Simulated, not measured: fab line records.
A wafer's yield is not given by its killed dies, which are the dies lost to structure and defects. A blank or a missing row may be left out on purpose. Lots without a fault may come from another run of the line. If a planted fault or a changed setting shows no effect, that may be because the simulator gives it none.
Matching of chambers ; flow n5-finfet ; rie-diel-03 running N5_BEOL_M1_VIA_ETCH_34: 4 sister chambers
The step etches the open film in C4F6/O2, target depth 67.8 nm, time 64.4 s. 4 wafers are shown with their chamber, then 9 later ones without.

WAFERS PAIRED WITH THEIR CHAMBERS
wafer;chamber;drypump-motor-current-A (A)
L081.3;0;6.5
L082.1;3;5.5
L082.2;2;6.6
L082.4;1;5.7

WAFERS WHOSE CHAMBER IS MISSING
wafer;drypump-motor-current-A (A)
L083.1;6.6
L083.3;5.7
L083.5;5.4
L085.3;6.6
L085.5;6.6
L085.6;5.4
L091.3;5.7
L091.5;6.5
L091.6;5.4

WHICH CHAMBER EACH ONE RAN IN
wafer;from the rows above;in truth
L083.1;can't be placed: 2 or 0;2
L083.3;1;1
L083.5;3;3
L085.3;can't be placed: 2 or 0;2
L085.5;can't be placed: 2 or 0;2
L085.6;3;3
L091.3;1;1
L091.5;can't be placed: 0 or 2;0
L091.6;3;3
Correct placement for 5 of the 9. Cannot be placed on the basis of these rows: 4; the candidates contain the true chamber in 4. Placed wrongly: 0.
How it was worked out, from the rows above alone: a wafer's distance from a chamber is the root of the sum, over the readings, of the square of ((its reading less the chamber's mean) divided by the reading's scatter). If the next closest chamber is less than 2 further off than the closest, the wafer can't be placed; otherwise it belongs to the closest. Each chamber's mean is taken over the wafers shown for it. The scatter (one wafer shown for each chamber): square how far every hidden wafer sits from the nearest shown wafer, average those squares and take the square root.
